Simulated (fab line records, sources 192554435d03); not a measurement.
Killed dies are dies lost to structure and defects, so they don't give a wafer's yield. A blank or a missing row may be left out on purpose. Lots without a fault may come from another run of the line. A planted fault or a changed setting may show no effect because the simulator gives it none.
Chamber matching | flow n5_finfet | N5_BEOL_M15_DESCUM_33 on rie_diel-06: 4 sister chambers
The step chemistry O2, time 7.9 s. 14 wafers are shown with their chamber, then 6 later ones without.

WAFERS WITH THEIR CHAMBER
wafer  | chamber | showerhead_plenum_p_Torr (Torr) | drypump_motor_current_A (A) | throttle_valve_pct (%)
L131.3 | 3       | 2.08                            | 5.77                        | 20.84
L131.4 | 1       | 2.12                            | 6.49                        | 20.13
L131.5 | 0       | 2.19                            | 5.77                        | 20.69
L137.1 | 3       | 2.08                            | 5.80                        | 20.84
L137.3 | 1       | 2.11                            | 6.47                        | 20.14
L137.5 | 3       | 2.08                            | 5.80                        | 20.85
L136.4 | 1       | 2.11                            | 6.49                        | 20.14
L136.5 | 3       | 2.08                            | 5.77                        | 20.87
L138.2 | 0       | 2.19                            | 5.78                        | 20.72
L138.4 | 1       | 2.11                            | 6.50                        | 20.14
L138.6 | 2       | 2.08                            | 6.01                        | 20.65
L141.2 | 2       | 2.08                            | 6.03                        | 20.66
L141.3 | 1       | 2.11                            | 6.50                        | 20.17
L141.6 | 1       | 2.11                            | 6.51                        | 20.16

SIGNATURES (means of the wafers above)
reading                  | chamber 0 | chamber 1 | chamber 2 | chamber 3 | scatter within a chamber
showerhead_plenum_p_Torr | 2.1900    | 2.1117    | 2.0800    | 2.0800    | 0.00289
drypump_motor_current_A  | 5.7750    | 6.4933    | 6.0200    | 5.7850    | 0.0144
throttle_valve_pct       | 20.7050   | 20.1467   | 20.6550   | 20.8500   | 0.0149
Rule: a wafer's distance from a chamber is the root of the sum, over the readings, of the square of ((its reading less the chamber's mean) divided by the reading's scatter). The wafer belongs to the nearest chamber; if the next one is less than 2 further off, it can't be placed. The scatter: the root of (the sum of the squares of (reading less its chamber's mean) over the shown wafers, divided by (wafers less chambers)).

WAFERS WITHOUT THEIR CHAMBER
wafer  | showerhead_plenum_p_Torr (Torr) | drypump_motor_current_A (A) | throttle_valve_pct (%)
L143.1 | 2.11                            | 6.49                        | 20.16
L143.2 | 2.08                            | 6.05                        | 20.66
L143.5 | 2.11                            | 6.49                        | 20.17
L154.1 | 2.18                            | 5.78                        | 20.76
L154.2 | 2.10                            | 6.49                        | 20.19
L154.6 | 2.07                            | 5.78                        | 20.56

WHICH CHAMBER EACH WENT THROUGH
wafer  | from the rows above     | in truth
L143.1 | 1                       | 1
L143.2 | 2                       | 2
L143.5 | 1                       | 1
L154.1 | 0                       | 0
L154.2 | 1                       | 1
L154.6 | can't be placed: 2 or 3 | 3
Placed correctly: 5 of 6. Can't be placed from these rows: 1 (the true chamber is among the candidates in 1). Placed wrongly: 0.
